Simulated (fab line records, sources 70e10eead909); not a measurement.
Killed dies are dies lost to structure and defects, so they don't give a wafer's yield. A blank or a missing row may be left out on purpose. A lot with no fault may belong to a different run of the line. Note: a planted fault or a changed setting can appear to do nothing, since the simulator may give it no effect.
fab line records | flow nand-harc
record: lots: 13 wafers: 36 last-day: 33
route steps=1302 shown P_STI@98 THIN_TSV@1267 END@1301
lots that met no fault: from a run of the same line without faults
start-h: hours from the record's first day to the start of the lot's first wafer shown | wait-h: hours since the lot's step before | " same as the row above | L1.1+2: one row covering several wafers at once | - no value present, or no start provided | * or withheld: withheld | < > ~ a bound
route shown NAME@n: NAME is a module with steps in the file, n the number in the route of the first one | usual: the fault-free wafers' mean and standard deviation | same: alike in all rows | chamber/n: place in a boat | sites: the reading at each site | _std_site: how widely they spread, as a standard deviation | _edge_site: outer sites' mean less inner sites' | radius-mm: how far each site lies from the wafer's centre | mask NAME#n: copy n | behind: tool/chamber where the wafer was last shaped | hold: the reason the lot was held/the length of the hold in hours/how it ended | device: transistor that didn't switch, given as n, p or np | end of line: the same wafers' tests at the end of the route | a step given without rows: its recipe and nothing more | killed: count of dies lost to structure and defects at first sort (not the wafer's yield) | map: per-die view of a wafer (x killed, . not killed, _ where there is no die)
set.NAME: the setting the step ran with; set.NAME@STEP: the setting that earlier step ran with | model.NAME: the simulator's own value behind a step, which no gauge read
steps of the route over a sample of lots; a table a step, a row a wafer
services: the hour from which a tool's chamber was out of use, counted from the record's first day as start-h (under 0 if before that day), plus the number of hours and why
== steps ==
step: NHARC_P_STI_HDPCVD_20
recipe: target-thk-a: withheld sigma-open-frac: withheld material: SiO2
columns lot.wafer tool chamber start-h wait-h
L873.2+4+5 hdpcvd-01 1,1,0 60.87 0.4
L874.4+3+5 hdpcvd-01 0,1,0 72.28 0.5
L875.2+3+5 hdpcvd-01 0,0,1 86.19 0.4
L881.2+4 hdpcvd-01 1,0 144.64 0.4
L882.2+4 hdpcvd-01 1 156.55 0.5
L883.4+5 hdpcvd-01 1,0 164.10 0.6
L889.2+3+6 hdpcvd-01 1,1,0 226.00 0.4
L890.1+3+6 hdpcvd-01 1,1,0 236.21 0.5
L891.3+4+5 hdpcvd-01 0,1,1 245.91 0.5
L892.1+2+5 hdpcvd-01 1,0,0 258.50 0.4
L893.2+3+5 hdpcvd-01 0,1,1 262.93 0.5
L894.3+5+6 hdpcvd-01 1,0,1 274.11 0.8
L895.3+4+6 hdpcvd-01 0,1,0 282.29 0.6
step: NHARC_THIN_TSV_DEP_47
recipe: target-thk-a: 2000 temp-c: withheld pressure-torr: 6.5 rf-w: 900 teos-flow-sccm: 161.4 flow-sccm: 2650 target-thk-nm: 200 gas: O2 material: SiO2
usual: mfc-precursor-sccm: 161.5/0.45 throttle-valve-pct: 15.8/0.59
columns lot.wafer tool chamber start-h wait-h mfc-precursor-sccm throttle-valve-pct
L874.3 pecvd-03 2 564.19 - 161.4 15.4
L874.5 " 1 " " 161.6 14.8
L874.4 " 0 " " 162.3 16.2
L875.2 pecvd-01 0 565.44 - 162.5 16.5
L875.3 " 2 " " 161.7 16.4
L875.5 " 1 " " 162.1 16.0
L873.2 pecvd-01 0 568.79 - 160.8 16.1
L873.4 " 0 " " 161.5 16.1
L873.5 " 1 " " 161.6 16.0
L881.2 pecvd-01 2 621.83 - 161.5 16.7
L881.4 " 1 " " 161.8 16.0
L882.2 pecvd-03 1 645.64 - 162.2 15.4
L882.4 " 2 " " 161.6 15.2
L883.5 pecvd-03 2 646.79 - 161.4 15.4
L883.4 " 0 " " 160.9 16.0
L889.3 pecvd-01 0 702.62 - 162.0 16.4
L889.2 " 1 " " 162.1 16.0
L889.6 " 1 " " 162.0 16.1
L890.3 pecvd-04 2 708.27 - 161.3 14.7
L890.1 " 1 " " 161.9 15.7
L890.6 " 0 " " 160.9 15.7
L891.3 pecvd-01 2 735.93 - 160.7 16.2
L891.5 " 0 " " 161.4 16.7
L891.4 " 2 " " 161.0 16.0
L892.2 pecvd-01 1 748.31 - 160.9 16.3
L892.1 " 2 " " 162.1 16.3
L892.5 " 2 " " 161.8 15.8
L893.3 pecvd-04 1 757.46 - 162.2 15.5
L893.2 " 2 " " 161.0 14.8
L893.5 " 0 " " 161.4 16.0
L894.3 pecvd-01 2 780.64 - 161.8 16.2
L894.5 " 1 " " 161.2 16.3
L894.6 " 2 " " 161.4 16.2
L895.4 pecvd-04 1 782.05 - 161.1 15.6
L895.3 " 2 " " 161.5 14.6
L895.6 " 2 " " 160.7 14.5
step: NHARC_END_WLT_00
usual: VT_DECK1_BOTTOM: 0.871/0.0074 VT_DECK1_BOTTOM_INNER: 0.872/0.0078 VT_DECK1_MEDIAN_NEAR_BOTTOM: 0.872/0.0076 VT_DECK1_MEDIAN_NEAR_BOTTOM_INNER: 0.873/0.0083 VT_DECK1_MIDDLE: 0.885/0.0069 VT_DECK1_MIDDLE_INNER: 0.884/0.0074 VT_DECK1_TOP: 0.896/0.0079 VT_DECK1_TOP_INNER: 0.896/0.0075 VT_DECK2_BOTTOM: 0.872/0.0082 VT_DECK2_BOTTOM_INNER: 0.871/0.008 VT_DECK2_MEDIAN_NEAR_BOTTOM: 0.872/0.0088 VT_DECK2_MEDIAN_NEAR_BOTTOM_INNER: 0.872/0.0086 VT_DECK2_MIDDLE: 0.885/0.0083 VT_DECK2_MIDDLE_INNER: 0.884/0.0079 VT_DECK2_TOP: 0.896/0.0081 VT_DECK2_TOP_INNER: 0.896/0.0079
columns lot.wafer tool chamber start-h wait-h VT_DECK1_BOTTOM VT_DECK1_BOTTOM_INNER VT_DECK1_MEDIAN_NEAR_BOTTOM VT_DECK1_MEDIAN_NEAR_BOTTOM_INNER VT_DECK1_MIDDLE VT_DECK1_MIDDLE_INNER VT_DECK1_TOP VT_DECK1_TOP_INNER VT_DECK2_BOTTOM VT_DECK2_BOTTOM_INNER VT_DECK2_MEDIAN_NEAR_BOTTOM VT_DECK2_MEDIAN_NEAR_BOTTOM_INNER VT_DECK2_MIDDLE VT_DECK2_MIDDLE_INNER VT_DECK2_TOP VT_DECK2_TOP_INNER
L875.2 prober-01 - 577.65 0.5 0.891 0.901 0.888 0.889 0.892 0.896 0.910 0.902 0.865 0.867 0.860 0.877 0.879 0.874 0.891 0.894
L875.3 " - " " 0.885 0.881 0.888 0.885 0.894 0.887 0.908 0.911 0.864 0.864 0.862 0.866 0.888 0.873 0.889 0.888
L875.5 " - " " 0.887 0.886 0.887 0.895 0.900 0.903 0.905 0.908 0.868 0.868 0.867 0.861 0.875 0.872 0.887 0.884
L873.2 prober-02 - 577.65 0.5 0.867 0.873 0.865 0.880 0.883 0.878 0.906 0.895 0.855 0.862 0.859 0.851 0.875 0.876 0.895 0.885
L873.4 " - " " 0.875 0.874 0.873 0.869 0.886 0.882 0.897 0.899 0.880 0.875 0.875 0.869 0.882 0.880 0.889 0.891
L873.5 " - " " 0.870 0.876 0.878 0.869 0.884 0.895 0.899 0.880 0.858 0.860 0.866 0.863 0.875 0.878 0.890 0.892
L874.3 prober-01 - 585.87 8.8 0.880 0.878 0.878 0.874 0.885 0.889 0.897 0.903 0.873 0.881 0.869 0.871 0.880 0.891 0.897 0.895
L874.4 " - " " 0.881 0.880 0.881 0.878 0.888 0.883 0.901 0.901 0.868 0.872 0.866 0.870 0.877 0.879 0.896 0.906
L874.5 " - " " 0.884 0.876 0.883 0.890 0.893 0.888 0.899 0.909 0.867 0.871 0.861 0.867 0.880 0.881 0.892 0.886
L881.2 prober-02 - 632.74 0.6 0.866 0.862 0.864 0.864 0.877 0.883 0.890 0.891 0.866 0.865 0.857 0.868 0.880 0.875 0.881 0.884
L881.4 " - " " 0.867 0.860 0.870 0.854 0.870 0.875 0.889 0.893 0.868 0.863 0.865 0.862 0.874 0.871 0.891 0.892
L882.2 prober-02 - 656.33 0.6 0.873 0.871 0.875 0.879 0.884 0.883 0.901 0.897 0.875 0.872 0.866 0.864 0.889 0.878 0.898 0.896
L882.4 " - 657.34 1.6 0.872 0.880 0.878 0.871 0.885 0.891 0.895 0.898 0.880 0.869 0.877 0.874 0.896 0.894 0.883 0.893
L883.4 prober-01 - 657.32 1.5 0.878 0.882 0.883 0.879 0.885 0.885 0.897 0.899 0.871 0.875 0.872 0.879 0.894 0.884 0.900 0.899
L883.5 " - " " 0.867 0.876 0.875 0.873 0.890 0.887 0.907 0.902 0.884 0.877 0.874 0.871 0.883 0.891 0.897 0.897
L889.2 prober-02 - 716.15 4.7 0.862 0.860 0.855 0.862 0.876 0.874 0.893 0.886 0.874 0.864 0.868 0.870 0.878 0.873 0.880 0.892
L889.3 " - " " 0.867 0.855 0.865 0.869 0.876 0.884 0.893 0.898 0.867 0.857 0.870 0.859 0.873 0.880 0.897 0.892
L889.6 " - 718.13 6.7 0.863 0.860 0.861 0.868 0.882 0.875 0.886 0.893 0.868 0.874 0.869 0.871 0.876 0.878 0.891 0.894
L890.1 prober-02 - 723.49 5.6 0.860 0.871 0.860 0.864 0.885 0.878 0.885 0.890 0.870 0.867 0.860 0.862 0.880 0.882 0.895 0.894
L890.3 " - 724.50 6.6 0.871 0.872 0.872 0.861 0.881 0.878 0.893 0.889 0.876 0.866 0.871 0.870 0.877 0.881 0.893 0.898
L890.6 " - 726.01 8.1 0.872 0.872 0.860 0.868 0.886 0.881 0.896 0.892 0.874 0.871 0.875 0.881 0.873 0.887 0.890 0.894
L891.3 prober-01 - 748.48 1.0 0.862 0.870 0.862 0.861 0.878 0.878 0.889 0.893 0.873 0.867 0.874 0.862 0.876 0.873 0.889 0.887
L891.4 " - " " 0.865 0.866 0.883 0.873 0.886 0.883 0.895 0.893 0.859 0.867 0.852 0.860 0.874 0.880 0.883 0.889
L891.5 " - " " 0.867 0.874 0.871 0.872 0.885 0.883 0.898 0.896 0.860 0.857 0.862 0.863 0.871 0.873 0.883 0.888
L892.1 prober-01 - 758.25 0.1 0.862 0.856 0.867 0.861 0.884 0.869 0.888 0.882 0.855 0.864 0.871 0.856 0.876 0.877 0.893 0.880
L892.2 " - " " 0.865 0.862 0.870 0.871 0.881 0.878 0.883 0.885 0.865 0.862 0.874 0.868 0.877 0.887 0.889 0.890
L892.5 " - 760.23 2.1 0.864 0.859 0.863 0.864 0.876 0.876 0.888 0.893 0.856 0.867 0.866 0.868 0.882 0.870 0.876 0.881
L893.2 prober-02 - 768.26 0.6 0.860 0.866 0.866 0.873 0.878 0.879 0.885 0.888 0.883 0.882 0.888 0.882 0.896 0.886 0.903 0.904
L893.3 " - " " 0.867 0.864 0.871 0.864 0.877 0.874 0.886 0.891 0.886 0.880 0.875 0.885 0.894 0.888 0.903 0.901
L893.5 " - 769.76 2.1 0.863 0.874 0.875 0.867 0.881 0.883 0.892 0.895 0.877 0.879 0.879 0.873 0.893 0.890 0.899 0.899
L894.3 prober-01 - 794.59 1.1 0.870 0.853 0.863 0.862 0.879 0.876 0.894 0.890 0.879 0.877 0.879 0.877 0.892 0.890 0.908 0.894
L894.5 " - 795.60 2.1 0.863 0.872 0.869 0.867 0.883 0.877 0.902 0.896 0.872 0.873 0.871 0.872 0.884 0.890 0.901 0.910
L894.6 " - " " 0.869 0.868 0.866 0.872 0.884 0.882 0.902 0.888 0.880 0.878 0.874 0.878 0.885 0.896 0.898 0.898
L895.3 prober-02 - 794.59 1.1 0.883 0.876 0.873 0.879 0.893 0.890 0.909 0.905 0.894 0.896 0.879 0.892 0.911 0.904 0.910 0.909
L895.4 " - " " 0.883 0.876 0.884 0.892 0.890 0.890 0.914 0.907 0.883 0.878 0.884 0.891 0.896 0.896 0.912 0.910
L895.6 " - " " 0.881 0.882 0.882 0.880 0.893 0.899 0.909 0.907 0.882 0.881 0.887 0.882 0.899 0.896 0.913 0.909
step: NHARC_END_SORT_01
recipe: temp-c: 25
usual: killed-at-array: 57/19 killed-at-other: 0.9/1.1 killed-at-periphery: 4.0/2.6 killed-dies: 62/19 killed-open: 3.3/1.8 killed-short: 2.4/1.7
same: gross-dies: 677
columns lot.wafer tool chamber start-h wait-h killed-at-array killed-at-other killed-at-periphery killed-dies killed-open killed-short
L875.2 prober-01 0 580.91 2.8 23 3 8 34 3 4
L875.3 prober-01 0 581.70 3.1 15 2 5 22 3 2
L875.5 prober-01 0 583.29 3.7 20 1 12 33 3 4
L873.2 prober-02 0 580.93 2.8 67 0 1 68 2 2
L873.4 prober-02 0 582.53 3.4 69 1 0 70 2 6
L873.5 prober-02 0 583.34 3.7 57 0 6 63 2 3
L874.3 prober-01 0 589.45 3.1 63 0 6 69 2 3
L874.4 prober-01 0 590.25 3.4 49 1 5 55 1 4
L874.5 prober-01 0 591.05 3.7 54 0 3 57 3 1
L881.2 prober-02 0 636.03 2.8 69 3 68 140 0 5
L881.4 prober-02 0 637.64 3.4 93 2 3 98 4 3
L889.2 prober-02 0 719.44 2.8 52 0 4 56 4 1
L889.3 prober-02 0 720.25 3.1 58 0 8 66 0 3
L889.6 prober-02 0 722.68 4.1 74 0 3 77 1 3
L890.1 prober-02 0 726.52 2.5 29 2 4 35 2 3
L890.3 prober-02 0 728.14 3.1 66 2 2 70 1 4
L890.6 prober-02 0 730.58 4.1 65 1 5 71 4 2
L891.3 prober-01 0 752.07 3.1 104 2 4 110 3 5
L891.4 prober-01 0 752.86 3.4 85 0 6 91 4 2
L891.5 prober-01 0 753.65 3.7 73 2 6 81 4 2
L892.1 prober-01 0 761.21 2.5 80 3 11 94 4 2
L892.2 prober-01 0 762.01 2.8 67 1 9 77 5 1
L892.5 prober-01 0 764.40 3.7 74 1 2 77 9 3
L893.2 prober-02 0 771.58 2.8 33 0 4 37 4 0
L893.3 prober-02 0 772.39 3.1 37 1 4 42 2 1
L893.5 prober-02 0 774.02 3.8 38 0 1 39 4 2
L895.3 prober-02 0 798.21 3.1 40 1 5 46 4 2
L895.4 prober-02 0 799.03 3.4 27 3 3 33 1 4
L895.6 prober-02 0 800.66 4.1 53 1 6 60 5 3
L894.3 prober-01 0 798.21 3.1 69 0 10 79 2 3
L894.5 prober-01 0 799.82 3.7 69 0 7 76 5 1
L894.6 prober-01 0 800.62 4.0 50 0 3 53 4 1
killed by level:class
L875.2 A_CHANNEL_HOLE_D1:chamber-film-flake=5 P_CONTACT:chamber-film-flake=4 A_CHANNEL_HOLE_D2:chamber-film-flake=4 A_WL_FILL:geometric-particle:short=3 A_SLIT:chamber-film-flake=3 THIN_TSV:chamber-film-flake=3 A_CONTACT:chamber-film-flake=2 A_BONDPAD:chamber-film-flake=2
L873.2 A_SLIT:chamber-film-flake=28 A_CHANNEL_HOLE_D2:chamber-film-flake=23 A_CONTACT:chamber-film-flake=6 A_CHANNEL_HOLE_D1:chamber-film-flake=4 A_WL_FILL:geometric-particle:short=2 A_STAIRCASE:chamber-film-flake=2 P_CONTACT:geometric-particle:open=1 A_ONON_D1:geometric-particle:open=1
L875.3 P_CONTACT:chamber-film-flake=3 A_CHANNEL_HOLE_D1:chamber-film-flake=3 A_CHANNEL_HOLE_D2:chamber-film-flake=3 A_STAIRCASE:chamber-film-flake=2 THIN_TSV:chamber-film-flake=2 P_CONTACT:geometric-particle:open=1 A_ONON_D1:geometric-particle:open=1 A_ONON_D2:geometric-particle:short=1
L873.4 A_SLIT:chamber-film-flake=29 A_CHANNEL_HOLE_D2:chamber-film-flake=20 A_STAIRCASE:chamber-film-flake=4 A_CONTACT:chamber-film-flake=4 A_WL_FILL:geometric-particle:short=2 A_CHANNEL_HOLE_D1:chamber-film-flake=2 A_CHANNEL_FILL_D1:chamber-film-flake=2 A_ONON_D1:geometric-particle:short=1
L875.5 A_CHANNEL_HOLE_D2:chamber-film-flake=7 P_CONTACT:chamber-film-flake=6 A_CONTACT:chamber-film-flake=6 P_ZERO_WELL:chamber-film-flake=2 A_BONDPAD:chamber-film-flake=2 P_GATE:geometric-particle:short=1 P_GATE:geometric-particle:open=1 P_CONTACT:geometric-particle:short=1
L873.5 A_CHANNEL_HOLE_D2:chamber-film-flake=31 A_SLIT:chamber-film-flake=18 A_CONTACT:chamber-film-flake=3 P_GATE:chamber-film-flake=2 P_GATE:geometric-particle:open=1 P_CONTACT:geometric-particle:short=1 A_SOURCE_PLATE:geometric-particle:short=1 A_ONON_D1:geometric-particle:open=1
L874.3 A_CHANNEL_HOLE_D2:chamber-film-flake=29 A_SLIT:chamber-film-flake=23 A_STAIRCASE:chamber-film-flake=6 P_BONDPAD:chamber-film-flake=2 A_CONTACT:chamber-film-flake=2 P_GATE:geometric-particle:open=1 P_CONTACT:geometric-particle:short=1 P_CONTACT:geometric-particle:open=1
L874.4 A_CHANNEL_HOLE_D2:chamber-film-flake=26 A_SLIT:chamber-film-flake=16 P_STI:chamber-film-flake=4 A_CHANNEL_HOLE_D1:geometric-particle:short=1 A_CHANNEL_HOLE_D2:geometric-particle:short=1 A_WL_FILL:geometric-particle:short=1 A_M0:geometric-particle:open=1 P_GATE:chamber-film-flake=1
L874.5 A_CHANNEL_HOLE_D2:chamber-film-flake=27 A_SLIT:chamber-film-flake=14 P_BONDPAD:chamber-film-flake=2 A_CHANNEL_FILL_D1:chamber-film-flake=2 A_STAIRCASE:chamber-film-flake=2 A_WL_FILL:chamber-film-flake=2 A_CONTACT:chamber-film-flake=2 P_M0:geometric-particle:open=1
L881.2 P_STI:area-hdpcvd=63 A_CHANNEL_HOLE_D1:chamber-film-flake=33 A_SLIT:chamber-film-flake=14 A_CHANNEL_HOLE_D2:chamber-film-flake=11 A_ZERO_WELL:chamber-film-flake=3 THIN_TSV:chamber-film-flake=3 A_CHANNEL_FILL_D2:geometric-particle:short=2 P_ZERO_WELL:chamber-film-flake=2
L881.4 A_CHANNEL_HOLE_D1:chamber-film-flake=36 A_SLIT:chamber-film-flake=25 A_CHANNEL_HOLE_D2:chamber-film-flake=7 A_CONTACT:chamber-film-flake=6 A_STAIRCASE:chamber-film-flake=4 A_CHANNEL_FILL_D1:chamber-film-flake=3 A_CHANNEL_FILL_D2:geometric-particle:short=2 A_M0:geometric-particle:open=2
L889.2 A_CHANNEL_HOLE_D1:chamber-film-flake=26 A_CHANNEL_HOLE_D2:chamber-film-flake=12 A_DECK1_JOINT:chamber-film-flake=4 A_STAIRCASE:chamber-film-flake=3 P_M2:chamber-film-flake=2 P_CONTACT:geometric-particle:open=1 P_M0:geometric-particle:open=1 A_ONON_D2:geometric-particle:open=1
L889.3 A_CHANNEL_HOLE_D1:chamber-film-flake=32 A_CHANNEL_HOLE_D2:chamber-film-flake=15 P_ZERO_WELL:chamber-film-flake=5 A_SLIT:chamber-film-flake=3 P_M2:chamber-film-flake=2 A_M1:chamber-film-flake=2 A_STAIRCASE:chamber-film-flake=2 P_CONTACT:geometric-particle:short=1
L889.6 A_CHANNEL_HOLE_D1:chamber-film-flake=29 A_CHANNEL_HOLE_D2:chamber-film-flake=27 A_SLIT:chamber-film-flake=4 A_STAIRCASE:chamber-film-flake=3 A_CONTACT:chamber-film-flake=3 A_M1:chamber-film-flake=3 P_STI:geometric-particle:short=1 P_M1:geometric-particle:short=1
L890.1 A_SLIT:chamber-film-flake=12 A_CHANNEL_HOLE_D2:chamber-film-flake=7 A_CONTACT:chamber-film-flake=4 A_CHANNEL_HOLE_D1:chamber-film-flake=2 P_GATE:geometric-particle:open=1 P_CONTACT:geometric-particle:short=1 P_M0:geometric-particle:open=1 A_CHANNEL_FILL_D2:geometric-particle:short=1
L890.3 A_SLIT:chamber-film-flake=31 A_CHANNEL_HOLE_D1:chamber-film-flake=13 A_CHANNEL_HOLE_D2:chamber-film-flake=9 A_STAIRCASE:chamber-film-flake=3 A_CONTACT:chamber-film-flake=3 A_WL_FILL:geometric-particle:short=2 P_ZERO_WELL:chamber-film-flake=2 A_CHANNEL_FILL_D1:chamber-film-flake=2
L890.6 A_CHANNEL_HOLE_D2:chamber-film-flake=23 A_SLIT:chamber-film-flake=19 A_CHANNEL_HOLE_D1:chamber-film-flake=8 P_ZERO_WELL:chamber-film-flake=4 A_CHANNEL_FILL_D2:chamber-film-flake=2 A_CONTACT:chamber-film-flake=2 A_M1:chamber-film-flake=2 A_ONON_D1:geometric-particle:short=1
L891.3 A_CHANNEL_HOLE_D1:chamber-film-flake=32 A_SLIT:chamber-film-flake=26 A_CHANNEL_HOLE_D2:chamber-film-flake=18 A_CONTACT:chamber-film-flake=4 A_WL_FILL:chamber-film-flake=4 A_DECK1_JOINT:chamber-film-flake=4 A_SGD_CUT:chamber-film-flake=4 P_ZERO_WELL:chamber-film-flake=2
L891.4 A_CHANNEL_HOLE_D2:chamber-film-flake=30 A_CHANNEL_HOLE_D1:chamber-film-flake=26 A_SLIT:chamber-film-flake=16 A_CONTACT:chamber-film-flake=5 P_BONDPAD:chamber-film-flake=3 A_WL_FILL:chamber-film-flake=3 P_M0:geometric-particle:open=1 P_M1:geometric-particle:open=1
L891.5 A_CHANNEL_HOLE_D1:chamber-film-flake=28 A_SLIT:chamber-film-flake=13 A_CHANNEL_HOLE_D2:chamber-film-flake=8 A_CONTACT:chamber-film-flake=8 P_BONDPAD:chamber-film-flake=4 A_STAIRCASE:chamber-film-flake=4 A_WL_FILL:chamber-film-flake=3 A_CHANNEL_FILL_D1:chamber-film-flake=2
L892.1 A_CHANNEL_HOLE_D2:chamber-film-flake=30 A_SLIT:chamber-film-flake=18 A_CHANNEL_HOLE_D1:chamber-film-flake=13 P_CONTACT:chamber-film-flake=7 A_CONTACT:chamber-film-flake=7 A_CHANNEL_FILL_D1:chamber-film-flake=3 A_WL_FILL:chamber-film-flake=3 THIN_TSV:chamber-film-flake=3
L892.2 A_SLIT:chamber-film-flake=30 A_CHANNEL_HOLE_D2:chamber-film-flake=11 A_CHANNEL_HOLE_D1:chamber-film-flake=6 P_CONTACT:chamber-film-flake=5 A_STAIRCASE:chamber-film-flake=5 A_CONTACT:chamber-film-flake=5 A_WL_FILL:chamber-film-flake=3 P_BONDPAD:chamber-film-flake=2
L892.5 A_CHANNEL_HOLE_D2:chamber-film-flake=28 A_SLIT:chamber-film-flake=16 A_STAIRCASE:chamber-film-flake=6 A_CHANNEL_HOLE_D1:chamber-film-flake=4 A_WL_FILL:chamber-film-flake=4 A_CONTACT:chamber-film-flake=4 A_CHANNEL_FILL_D1:geometric-particle:open=2 A_M0:geometric-particle:open=2
L893.2 A_CHANNEL_HOLE_D1:chamber-film-flake=20 A_CONTACT:chamber-film-flake=7 A_SLIT:chamber-film-flake=3 P_GATE:geometric-particle:open=1 P_CONTACT:geometric-particle:open=1 A_CHANNEL_FILL_D1:geometric-particle:open=1 A_SGD_CUT:geometric-particle:open=1 P_STI:chamber-film-flake=1
L893.3 A_CHANNEL_HOLE_D1:chamber-film-flake=19 A_CONTACT:chamber-film-flake=8 A_SLIT:chamber-film-flake=5 P_M0:geometric-particle:open=1 A_CHANNEL_FILL_D2:geometric-particle:open=1 A_M0:geometric-particle:short=1 P_STI:chamber-film-flake=1 P_CONTACT:chamber-film-flake=1
L893.5 A_CHANNEL_HOLE_D1:chamber-film-flake=15 A_CONTACT:chamber-film-flake=9 A_SLIT:chamber-film-flake=5 P_CONTACT:geometric-particle:open=1 A_DECK1_JOINT:geometric-particle:open=1 A_ONON_D2:geometric-particle:short=1 A_CHANNEL_FILL_D2:geometric-particle:open=1 A_M0:geometric-particle:short=1
L895.3 A_SLIT:chamber-film-flake=31 A_CONTACT:chamber-film-flake=3 A_WL_FILL:chamber-film-flake=2 A_BONDPAD:chamber-film-flake=2 P_GATE:geometric-particle:open=1 P_CONTACT:geometric-particle:short=1 P_M1:geometric-particle:open=1 P_M2:geometric-particle:open=1
L894.3 A_CHANNEL_HOLE_D2:chamber-film-flake=30 A_CHANNEL_HOLE_D1:chamber-film-flake=13 A_SLIT:chamber-film-flake=10 A_CONTACT:chamber-film-flake=9 P_M0:chamber-film-flake=3 P_GATE:chamber-film-flake=2 P_CONTACT:chamber-film-flake=2 A_STAIRCASE:chamber-film-flake=2
L895.4 A_SLIT:chamber-film-flake=16 THIN_TSV:chamber-film-flake=3 A_DECK1_JOINT:chamber-film-flake=2 A_CONTACT:chamber-film-flake=2 P_CONTACT:geometric-particle:short=1 A_ONON_D1:geometric-particle:short=1 A_CHANNEL_FILL_D1:geometric-particle:short=1 A_CHANNEL_FILL_D2:geometric-particle:short=1
L894.5 A_CHANNEL_HOLE_D2:chamber-film-flake=29 A_CONTACT:chamber-film-flake=15 A_CHANNEL_HOLE_D1:chamber-film-flake=12 A_SLIT:chamber-film-flake=8 P_M0:geometric-particle:open=2 P_M0:chamber-film-flake=2 P_M0:geometric-particle:short=1 A_ONON_D1:geometric-particle:open=1
L894.6 A_CHANNEL_HOLE_D2:chamber-film-flake=16 A_CHANNEL_HOLE_D1:chamber-film-flake=13 A_CONTACT:chamber-film-flake=8 A_SLIT:chamber-film-flake=6 A_BONDPAD:chamber-film-flake=2 P_M1:geometric-particle:open=1 A_ONON_D1:geometric-particle:open=1 A_CHANNEL_FILL_D1:geometric-particle:open=1
L895.6 A_SLIT:chamber-film-flake=35 A_CONTACT:chamber-film-flake=10 P_M0:geometric-particle:open=2 P_GATE:chamber-film-flake=2 A_BONDPAD:chamber-film-flake=2 P_GATE:geometric-particle:open=1 P_CONTACT:geometric-particle:open=1 A_ONON_D1:geometric-particle:open=1
== services ==
columns tool chamber start-h hours kind
pecvd-04 - 88.14 13.0 pm
pecvd-01 - 130.00 13.0 pm
hdpcvd-01 - 185.01 13.0 pm
pecvd-01 - 216.90 0.4 repair
pecvd-04 - 218.42 5.1 repair
pecvd-04 - 274.05 13.0 pm
pecvd-01 - 311.00 13.0 pm
pecvd-01 0 354.38 8.9 repair
hdpcvd-01 - 366.01 13.0 pm
pecvd-01 - 411.66 1.0 repair
hdpcvd-01 - 416.09 0.5 repair
pecvd-01 - 447.53 0.7 repair
pecvd-04 2 448.38 2.3 repair
pecvd-04 - 455.18 13.0 pm
pecvd-01 - 492.00 13.0 pm
pecvd-01 2 518.88 11.2 repair
hdpcvd-01 - 547.01 13.0 pm
pecvd-04 - 589.27 6.8 repair
pecvd-04 - 636.25 13.0 pm
pecvd-01 - 641.32 1.5 repair
hdpcvd-01 - 653.01 1.6 repair
hdpcvd-01 - 666.00 0.6 repair
pecvd-01 - 668.50 6.0 repair
hdpcvd-01 - 728.01 13.0 pm
== key ==
first-sign: step: NHARC_END_SORT_01 reading: killed-at-periphery direction: up sigmas: 25 usual: 4.0 struck: 68
effect: step: NHARC_END_SORT_01 reading: killed-dies direction: up sigmas: 4.2 usual: 62 struck: 140
more-kills-born-at: NHARC_P_STI_HDPCVD_20@hdpcvd-01: 63
met-at NHARC_P_STI_HDPCVD_20
struck-lots L881
struck-wafers L881.2
tester-left-out L881
not-acting-at NHARC_THIN_TSV_DEP_47,NHARC_END_WLT_00
onset-between 86.19 144.64
fault: kind: process-parameter-drift tool: hdpcvd-01 chamber: - onset-h: 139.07 steps: NHARC_P_STI_HDPCVD_20 channel: target-thk-a offset: withheld shape: step end-h: 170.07 scope: struck-wafers-only
tester-left-out: of these lots the tester's yield and bins aren't shown, on N5 and GAA mostly nor the transistor test; their killed dies are dies lost to structure and defects alone, not to doping, threshold or leakage, so they don't give the yield
